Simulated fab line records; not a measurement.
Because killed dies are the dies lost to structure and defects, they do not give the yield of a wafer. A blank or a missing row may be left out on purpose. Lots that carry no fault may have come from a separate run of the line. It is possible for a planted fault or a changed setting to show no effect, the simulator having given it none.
fab line records	flow n5Finfet
[record] lots = 10	wafers = 29	lastDay = 19
route steps=1938 shown BEOL_M4@1106 BEOL_M5@1113 PASSIVATION@1936
lots untouched by any fault: they come from a run of this same line in which no faults occurred
startH: hours from the record's first day to the start of the lot's first wafer shown	waitH: time in hours since the lot's previous step	" the same as in the row above	L1.1+2: a single row standing in for several wafers	- no value present, or no start provided	* or withheld: withheld	< > ~ a bound
route shown NAME@n: NAME is a module with steps in the file, n the number in the route of the first one	usual: mean/standard deviation taken from wafers without a fault	same: alike in all rows	chamber/n: place in a boat	sites: the reading at each site	_std_site: how widely they spread, as a standard deviation	_edge_site: the outer-site mean with the inner-site mean subtracted	radiusMm: how far each site lies from the wafer's centre	mask NAME#n: copy n	behind: the most recent tool/chamber to have shaped the wafer	hold: cause of the lot's hold/its duration in hours/its outcome	device: names the non-switching transistor (n, p or np)	end of line: tests of these same wafers at the route's end	a step given without rows: its recipe and nothing more	killed: the dies lost at the first sort to structure and to defects; this is not the yield of the wafer	map: a wafer's dies, x killed, . not, _ none there
set.NAME: the setting that was run; set.NAME@STEP: the one run at that earlier step	model.NAME: the simulator's own value behind a step, which no gauge read
steps of the route over a sample of lots; a table a step, a row a wafer
services: when a tool's chamber went out of use (startH, in hours from the record's first day, below 0 if earlier), for how many hours, and the reason
[[steps]]
[step N5_BEOL_M4_CO_CAP_55]
[recipe] material = Co	targetThkA = 20	tempC = 200	precursor = CCTBA/H2	pressureTorr = 30	timeS = 102.1
[usual] chamberPressureTorr = 30.00/0.067	heaterPowerOuterW = 121/13	heaterPowerW = 232/19
lot.wafer	tool	chamber	startH	waitH	chamberPressureTorr	heaterPowerOuterW	heaterPowerW
L146.1	cvdCo-02	0	171.49	0.0	30.07	117	220
L146.4	"	1	"	"	29.94	123	227
L146.6	"	0	"	"	29.94	117	216
L148.1	cvdCo-01	2	210.17	0.0	30.02	105	214
L148.2	"	0	"	"	29.95	113	223
L148.4	"	0	"	"	30.03	108	223
L150.1	cvdCo-01	0	230.45	0.0	30.09	111	227
L150.5	"	2	"	"	29.91	104	216
L150.6	"	1	"	"	29.97	142	278
L154.1	cvdCo-01	2	237.77	0.0	29.89	103	217
L154.2	"	1	"	"	29.79	146	277
L154.4	"	1	"	"	29.83	147	276
L155.3	cvdCo-02	2	240.35	0.0	29.99	123	234
L155.5	"	0	"	"	29.97	117	220
L166.2	cvdCo-02	2	309.12	0.0	-	-	-
L166.3	"	0	"	"	-	-	-
L166.4	"	1	"	"	-	-	-
L162.1	cvdCo-02	0	314.95	0.0	-	-	-
L162.4	"	1	"	"	-	-	-
L162.6	"	2	"	"	-	-	-
L167.1	cvdCo-02	0	318.14	0.0	29.95	122	213
L167.4	"	0	"	"	30.05	118	219
L167.5	"	2	"	"	29.99	125	228
L168.1	cvdCo-01	0	324.08	0.0	30.00	111	230
L168.2	"	2	"	"	30.00	103	219
L168.4	"	1	"	"	29.90	142	268
L169.3	cvdCo-02	1	341.36	0.0	29.94	121	239
L169.4	"	0	"	"	30.20	119	223
L169.5	"	2	"	"	30.08	125	230
[step N5_BEOL_M4_DEP_57]
[recipe] material = SiCN	targetThkA = 80	tempC = withheld	precursor = 3MS/NH3	pressureTorr = 3	rfW = 202	timeS = 14
[usual] showerheadPlenumPTorr = 3.657/0.011	throttleValvePct = 9.1/0.36
lot.wafer	tool	chamber	startH	waitH	showerheadPlenumPTorr	throttleValvePct
L146.1	pecvd-01	2	171.60	0.0	3.652	8.8
L146.4	"	1	"	"	3.648	9.4
L146.6	"	2	"	"	3.650	8.9
L148.1	pecvd-04	0	210.34	0.1	3.662	9.0
L148.2	"	0	"	"	3.660	9.1
L148.4	"	0	"	"	3.649	9.0
L150.1	pecvd-01	1	230.56	0.0	3.653	9.3
L150.5	"	0	"	"	3.664	9.1
L150.6	"	2	"	"	3.652	9.0
L154.1	pecvd-01	1	237.89	0.0	3.642	9.4
L154.2	"	0	"	"	3.664	9.2
L154.4	"	2	"	"	3.649	9.0
L155.3	pecvd-03	2	240.47	0.0	3.683	8.1
L155.5	"	2	"	"	3.680	7.9
L166.2	pecvd-04	0	309.25	0.0	3.647	8.8
L166.3	"	0	"	"	3.658	8.9
L166.4	"	2	"	"	3.659	9.2
L162.1	pecvd-03	2	315.06	0.0	3.682	8.3
L162.4	"	0	"	"	3.679	9.9
L162.6	"	2	"	"	3.683	8.2
L167.1	pecvd-01	2	318.26	0.0	3.648	8.8
L167.4	"	0	"	"	3.652	9.2
L167.5	"	1	"	"	3.648	9.2
L168.1	pecvd-01	0	324.20	0.0	3.662	9.3
L168.2	"	1	"	"	3.652	9.1
L168.4	"	2	"	"	3.657	9.1
L169.3	pecvd-03	1	341.48	0.0	3.639	9.3
L169.4	"	0	"	"	3.680	9.8
L169.5	"	2	"	"	3.680	7.9
[step N5_BEOL_M4_RS_MEAS_58]
[recipe] thkMeasGauge = four-point-probe	reads = Co_of_BEOL_M4_CO_CAP_55+Cu_of_BEOL_M4_ECD_50+Co_of_BEOL_M4_CVD_47+TaN_of_BEOL_M4_ALD_84
[usual] M4_RS = 0.66/0.034
lot.wafer	tool	chamber	startH	waitH	M4_RS[ohm/sq]
L146.1	filmMetro-01	-	171.68	0.1	0.66
L146.4	"	-	"	"	0.62
L146.6	"	-	"	"	0.64
L148.1	filmMetro-01	-	210.47	0.1	0.72
L148.2	"	-	"	"	0.73
L148.4	"	-	"	"	0.63
L150.1	filmMetro-01	-	230.63	0.0	0.73
L150.5	"	-	"	"	0.68
L150.6	"	-	"	"	0.67
L154.1	filmMetro-01	-	237.96	0.0	0.64
L154.2	"	-	"	"	0.64
L154.4	"	-	"	"	0.63
L155.3	filmMetro-01	-	240.54	0.1	0.64
L155.5	"	-	"	"	0.65
L166.2	filmMetro-01	-	309.33	0.1	0.66
L166.3	"	-	"	"	0.69
L166.4	"	-	"	"	0.74
L162.1	filmMetro-01	-	315.13	0.0	0.64
L162.4	"	-	"	"	0.73
L162.6	"	-	"	"	0.66
L167.1	filmMetro-02	-	318.33	0.0	0.65
L167.4	"	-	"	"	0.68
L167.5	"	-	"	"	0.64
L168.1	filmMetro-01	-	324.26	0.0	0.64
L168.2	"	-	"	"	0.62
L168.4	"	-	"	"	0.63
L169.3	filmMetro-01	-	341.55	0.1	0.63
L169.4	"	-	"	"	0.68
L169.5	"	-	"	"	0.68
[step N5_BEOL_M4_RC_MEAS_101]
[usual] DIBL_N = 35.3/1.8	DIBL_P = 35.2/2.2	IOFF_N = 0.144/0.029	IOFF_P = 0.19/0.031	ION_N = 670/12	ION_P = 460/7.6	SS_N = 71.2/0.62	SS_P = 73.0/0.69	VT_N = 251/3.4	VT_P = -251.4/2.6
lot.wafer	tool	chamber	startH	waitH	DIBL_N[mV/V]	DIBL_P[mV/V]	IOFF_N[nA/um]	IOFF_P[nA/um]	ION_N[uA/um]	ION_P[uA/um]	SS_N[mV/dec]	SS_P[mV/dec]	VT_N[mV]	VT_P[mV]
L146.1	prober-01	0	171.73	0.0	35.7	34.0	0.122	0.17	655	454	71.6	73.3	256	-253.7
L146.4	"	0	"	"	35.0	33.2	0.117	0.17	663	458	71.0	72.6	254	-252.2
L146.6	"	0	"	"	37.2	35.5	0.147	0.20	672	464	71.9	74.1	252	-250.0
L148.1	prober-02	0	210.52	0.0	35.0	35.5	0.112	0.16	661	460	70.7	72.4	258	-253.7
L148.2	"	0	"	"	35.8	36.9	0.119	0.17	655	456	71.5	73.4	256	-254.2
L148.4	"	0	"	"	33.7	34.3	0.097	0.14	664	455	70.7	71.6	257	-258.8
L150.1	prober-01	0	230.68	0.0	33.6	33.4	0.115	0.17	649	449	70.6	73.0	256	-253.6
L150.5	"	0	"	"	34.9	35.3	0.136	0.18	664	455	70.9	72.0	253	-253.6
L150.6	"	0	"	"	34.4	34.1	0.120	0.16	659	452	71.2	73.2	254	-251.5
L154.1	prober-02	0	238.17	0.2	31.7	32.1	0.103	0.14	658	455	70.2	72.0	257	-255.7
L154.2	"	0	"	"	35.2	36.9	0.156	0.21	673	461	71.4	73.1	251	-253.1
L154.4	"	0	"	"	35.5	36.9	0.157	0.20	679	462	71.3	73.4	249	-249.9
L155.3	prober-02	0	240.90	0.3	37.6	38.0	0.183	0.24	682	463	71.2	73.8	248	-247.8
L155.5	"	0	"	"	37.7	38.2	0.181	0.24	683	464	71.9	74.0	245	-249.2
L166.2	prober-02	0	309.54	0.2	34.2	33.7	0.142	0.19	685	470	70.9	72.5	250	-249.0
L166.3	"	0	"	"	32.6	31.2	0.108	0.16	667	460	71.0	72.6	253	-253.1
L166.4	"	0	"	"	33.4	32.4	0.120	0.18	684	474	70.9	72.9	254	-249.8
L162.1	prober-02	0	315.18	0.0	35.6	36.8	0.138	0.20	676	467	71.4	73.2	252	-252.4
L162.4	"	0	"	"	34.3	33.9	0.111	0.16	669	466	71.0	72.4	255	-254.0
L162.6	"	0	"	"	36.8	37.6	0.154	0.21	672	458	71.3	73.4	252	-252.4
L167.1	prober-02	0	318.38	0.0	38.2	38.3	0.193	0.24	678	463	72.3	73.8	246	-248.2
L167.4	"	0	"	"	36.5	36.2	0.149	0.22	677	461	71.6	72.4	252	-249.9
L167.5	"	0	"	"	33.5	32.3	0.112	0.16	671	467	71.1	71.8	251	-253.5
L168.1	prober-01	0	324.31	0.0	35.8	35.3	0.138	0.20	668	456	71.2	73.1	250	-249.3
L168.2	"	0	"	"	37.0	37.5	0.159	0.23	661	460	71.6	72.8	250	-248.0
L168.4	"	0	"	"	33.9	33.2	0.114	0.16	651	450	70.2	72.4	254	-253.4
L169.3	prober-01	0	341.91	0.3	35.6	34.8	0.137	0.18	667	456	71.4	73.4	254	-254.8
L169.4	"	0	"	"	40.4	40.9	0.234	0.28	680	461	73.2	74.8	244	-247.3
L169.5	"	0	"	"	37.9	37.7	0.171	0.23	670	460	72.4	74.4	247	-250.3
[step N5_BEOL_M5_CURE_79]
[recipe] tempC = 385	timeS = 240	ambient = He/Ar	material = SiCOH_lowk
[usual] lampPowerPct = 52.31/0.05	wafer_temp_C_max = 386.7/0.6
lot.wafer	tool	chamber	startH	waitH	lampPowerPct	wafer_temp_C_max
L146.1	uvCure-03	1	172.76	0.0	52.36	386.5
L146.4	"	1	"	"	52.39	386.5
L146.6	"	1	"	"	52.31	386.6
L148.1	uvCure-01	2	211.58	0.1	52.29	386.3
L148.2	"	2	"	"	52.34	387.0
L148.4	"	2	"	"	52.35	386.4
L150.1	uvCure-02	1	231.71	0.0	52.24	386.2
L150.5	"	1	"	"	52.28	386.3
L150.6	"	1	"	"	52.27	387.0
L154.1	uvCure-01	2	239.19	0.0	52.30	387.1
L154.2	"	2	"	"	52.27	386.9
L154.4	"	2	"	"	52.38	386.7
L155.3	uvCure-02	1	241.93	0.4	52.26	387.2
L155.5	"	1	"	"	52.32	387.6
L166.2	uvCure-02	2	310.51	0.1	52.27	385.8
L166.3	"	2	"	"	52.35	385.8
L166.4	"	2	"	"	52.28	385.7
L162.1	uvCure-02	2	316.21	0.0	52.41	386.0
L162.4	"	2	"	"	52.32	385.8
L162.6	"	2	"	"	52.32	386.1
L167.1	uvCure-03	2	319.40	0.0	52.35	387.3
L167.4	"	2	"	"	52.37	387.0
L167.5	"	2	"	"	52.32	387.1
L168.1	uvCure-02	0	325.34	0.0	52.30	386.0
L168.2	"	0	"	"	52.32	386.9
L168.4	"	0	"	"	52.41	386.3
L169.3	uvCure-01	2	342.96	0.4	52.32	386.5
L169.4	"	2	"	"	52.26	386.7
L169.5	"	2	"	"	52.26	387.1
[step N5_PASSIVATION_PROBE_49]
[usual] defectLimitedYield = 91.0/1.4	killed_at_M0_to_M3 = 36/10	killed_at_M4_up = 15/5	killedAtContacts = 12/6.1	killedAtFrontEnd = 40/13	killedAtOther = 3.8/2.9	killedDies = 106/16	killedOpen = 68/12	killedShort = 35/8.2	sort_bin_5_function = 5.2/0.9	sort_bin_6_memory = 3.4/0.71	sortNPass = 1073/17	sortYieldPct = 91.0/1.5
[same] grossDies = 1180	killedAtBackSide = 0	sort_bin_4_leakage[%] = 0	sort_bin_8_speed[%] = 0
lot.wafer	tool	chamber	startH	waitH	defectLimitedYield[%]	killed_at_M0_to_M3	killed_at_M4_up	killedAtContacts	killedAtFrontEnd	killedAtOther	killedDies	killedOpen	killedShort	sort_bin_5_function[%]	sort_bin_6_memory[%]	sortNPass	sortYieldPct[%]
L167.1	prober-01	-	432.70	0.0	91.4	43	12	9	33	5	102	61	37	5.7	2.4	1078	91.4
L167.4	prober-01	-	432.85	0.2	88.1	20	15	13	85	8	141	83	54	6.1	5.1	1039	88.1
L167.5	prober-01	-	432.90	0.2	87.4	34	19	11	80	5	149	94	49	6.5	5.2	1031	87.4
L168.1	prober-01	-	442.42	0.0	91.7	16	21	30	29	2	98	74	20	4.8	3.2	1082	91.7
L168.2	prober-01	-	442.47	0.1	93.9	21	14	10	25	2	72	44	27	3.5	2.5	1108	93.9
L168.4	prober-01	-	442.57	0.2	91.2	36	12	14	41	1	104	63	38	5.4	3.1	1076	91.2
// killed by level:class
L167.1 FIN_SAQP:geometricParticle:short=10 BEOL_M2:geometricParticle:open=10 MOL_CONTACT_COAG:geometricParticle:open=9 BEOL_M0_SAQP:geometricParticle:short=9 BEOL_M3:geometricParticle:open=8 STI_FIN_REVEAL:geometricParticle:open=6 FIN_SAQP:geometricParticle:open=4 BEOL_M1:geometricParticle:open=4
L167.4 STI_FIN_REVEAL:geometricParticle:open=20 FIN_SAQP:geometricParticle:short=19 FIN_SAQP:geometricParticle:open=15 MOL_CONTACT_COAG:geometricParticle:open=10 BEOL_M4:geometricParticle:open=7 DUMMY_GATE:geometricParticle:open=7 BEOL_M3:geometricParticle:short=6 GATE_CUT:geometricParticle:short=4
L167.5 STI_FIN_REVEAL:geometricParticle:open=25 FIN_SAQP:geometricParticle:short=17 BEOL_M2:geometricParticle:open=12 FIN_SAQP:geometricParticle:open=10 MOL_CONTACT_COAG:geometricParticle:open=8 STI_FIN_REVEAL:geometricParticle:short=7 BEOL_M0_SAQP:geometricParticle:open=7 BEOL_M0_SAQP:geometricParticle:short=5
L168.1 MOL_CONTACT_COAG:geometricParticle:open=27 BEOL_M4:geometricParticle:open=9 FIN_SAQP:geometricParticle:open=7 STI_FIN_REVEAL:geometricParticle:open=6 BEOL_M4:geometricParticle:short=5 DUMMY_GATE:geometricParticle:open=3 MOL_CONTACT_COAG:geometricParticle:short=3 BEOL_M0:geometricParticle:open=3
L168.2 BEOL_M3:geometricParticle:open=12 MOL_CONTACT_COAG:geometricParticle:open=7 FIN_SAQP:geometricParticle:open=6 STARTING-WAFER:geometricParticle:short=6 BEOL_M4:geometricParticle:open=5 STI_FIN_REVEAL:geometricParticle:open=4 BEOL_M3:geometricParticle:short=4 MOL_CONTACT_COAG:geometricParticle:short=3
L168.4 BEOL_M0_SAQP:geometricParticle:open=12 BEOL_M0_SAQP:geometricParticle:short=10 FIN_SAQP:geometricParticle:short=8 FIN_SAQP:geometricParticle:open=8 MOL_CONTACT_COAG:geometricParticle:open=8 BEOL_M3:geometricParticle:open=7 STI_FIN_REVEAL:geometricParticle:open=6 BEOL_M4:geometricParticle:open=6
[[services]]
tool	chamber	startH	hours	kind
pecvd-01	0	158.21	4.7	repair
pecvd-01	2	180.45	5.6	repair
cvdCo-02	0	182.36	12.1	repair
cvdCo-02	1	191.54	13.6	repair
uvCure-01	-	200.58	0.8	repair
pecvd-04	1	208.68	11.0	repair
cvdCo-01	-	221.68	4.6	repair
pecvd-04	1	225.93	2.8	repair
uvCure-03	-	226.90	13.2	repair
pecvd-04	-	238.23	6.0	pm
pecvd-01	1	243.93	5.5	scheduledDown
pecvd-03	2	244.90	10.8	repair
cvdCo-02	0	264.52	17.4	repair
pecvd-01	1	266.30	2.1	scheduledDown
uvCure-03	-	288.15	2.1	pm
pecvd-03	-	294.00	0.4	repair
pecvd-04	1	296.83	17.5	repair
uvCure-02	-	299.23	2.1	pm
uvCure-01	-	312.36	7.1	pm
pecvd-01	-	330.87	1.1	repair
pecvd-04	2	332.80	4.8	repair
cvdCo-01	1	333.33	-	clean
cvdCo-01	1	333.33	22.0	scheduledDown
pecvd-04	1	339.76	13.8	repair
[[key]]
[firstSign] step = N5_BEOL_M4_CO_CAP_55	reading = toolRecord	direction = missing
effect none on later readings
metAt N5_BEOL_M4_CO_CAP_55
struckLots L162,L166
notActingAt N5_BEOL_M4_DEP_57,N5_BEOL_M4_RS_MEAS_58,N5_BEOL_M5_CURE_79
onsetBetween 240.35 309.12
[fault] kind = skippedStepWhole	tool = cvdCo-02	chamber = -	onsetH = 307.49	steps = N5_BEOL_M4_CO_CAP_55	scope = struckLotsOnly
